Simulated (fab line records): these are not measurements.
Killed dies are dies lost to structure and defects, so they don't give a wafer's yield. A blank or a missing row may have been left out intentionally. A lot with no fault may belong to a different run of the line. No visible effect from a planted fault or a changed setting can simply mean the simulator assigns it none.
Matching of chambers | flow n5 finfet | pecvd-01 running N5_BEOL_M11_DEP_56: 3 sister chambers
The step deposits SiCN from 3MS/NH3, target thk 30 nm, time 10.5 s. 6 wafers are shown with their chamber, then 10 later ones without.

EACH WAFER AND ITS CHAMBER
wafer  | chamber | throttle valve pct (%) | showerhead plenum p Torr (Torr)
L076.1 | 1       | 20.0                   | 4.102
L081.2 | 1       | 19.9                   | 4.099
L081.3 | 0       | 17.8                   | 4.140
L081.4 | 2       | 17.8                   | 4.138
L080.2 | 2       | 17.8                   | 4.139
L080.3 | 0       | 17.9                   | 4.144

WAFERS WHOSE CHAMBER IS MISSING
wafer  | throttle valve pct (%) | showerhead plenum p Torr (Torr)
L080.6 | 20.1                   | 4.098
L082.1 | 17.8                   | 4.132
L082.2 | 17.6                   | 4.143
L082.4 | 17.8                   | 4.133
L085.4 | 17.9                   | 4.133
L085.5 | 19.7                   | 4.094
L085.6 | 18.2                   | 4.147
L088.1 | 18.2                   | 4.135
L088.2 | 19.9                   | 4.095
L088.6 | 17.7                   | 4.136

THE CHAMBER EACH PASSED THROUGH
wafer  | from the rows above     | in truth
L080.6 | 1                       | 1
L082.1 | can't be placed: 2 or 0 | 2
L082.2 | can't be placed: 2 or 0 | 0
L082.4 | can't be placed: 2 or 0 | 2
L085.4 | can't be placed: 2 or 0 | 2
L085.5 | 1                       | 1
L085.6 | can't be placed: 0 or 2 | 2
L088.1 | can't be placed: 0 or 2 | 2
L088.2 | 1                       | 1
L088.6 | can't be placed: 2 or 0 | 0
Placed correctly: 3 of 10. These rows do not allow placing 7 (true chamber among the candidates in 7). 0 placed wrongly.
How it was worked out, from the rows above alone: a wafer's distance from a chamber is the root of the sum, over the readings, of the square of ((its reading less the chamber's mean) divided by the reading's scatter). If the next closest chamber is less than 2 further off than the closest, the wafer can't be placed; otherwise it belongs to the closest. For every chamber, the mean is computed from those of its wafers that are shown. The scatter is the square root of a quotient: the sum, over the shown wafers, of each reading's squared deviation from its chamber's mean, divided by wafers minus chambers.
